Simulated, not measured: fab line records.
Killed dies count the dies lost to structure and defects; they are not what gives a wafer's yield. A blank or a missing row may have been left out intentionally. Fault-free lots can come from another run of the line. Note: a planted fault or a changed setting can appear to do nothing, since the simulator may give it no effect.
Chamber matching | flow nand harc | NHARC_P_CONTACT_DEP_30 on pecvd-04 has 3 sister chambers
The step deposits SiNx, target thk 30 nm. 3 wafers are shown with their chamber, then 7 later ones without.

## WAFERS PAIRED WITH THEIR CHAMBERS
wafer  | chamber | heater power w (W)
L082.5 | 0       | 703
L086.2 | 1       | 786
L086.3 | 2       | 609

## WAFERS WITH NO CHAMBER GIVEN
wafer  | heater power w (W)
L086.5 | 683
L087.4 | 670
L087.5 | 644
L087.6 | 659
L097.1 | 609
L097.3 | 801
L097.6 | 612

## THE CHAMBER EACH PASSED THROUGH
wafer  | from the rows above     | in truth
L086.5 | 0                       | 0
L087.4 | can't be placed: 0 or 2 | 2
L087.5 | can't be placed: 2 or 0 | 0
L087.6 | can't be placed: 0 or 2 | 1
L097.1 | 2                       | 2
L097.3 | 1                       | 1
L097.6 | 2                       | 2
Placed correctly: 4 of 7. Can't be placed from these rows: 3 (the true chamber is among the candidates in 2). Wrongly placed: 0.
How it was worked out, from the rows above alone: a wafer's distance from a chamber is the root of the sum, over the readings, of the square of ((its reading less the chamber's mean) divided by the reading's scatter). The wafer belongs to the nearest chamber; if the next one is less than 2 further off, it can't be placed. For every chamber, the mean is computed from those of its wafers that are shown. The scatter: root of mean squared gap, hidden wafer to nearest shown wafer, with one shown wafer a chamber.
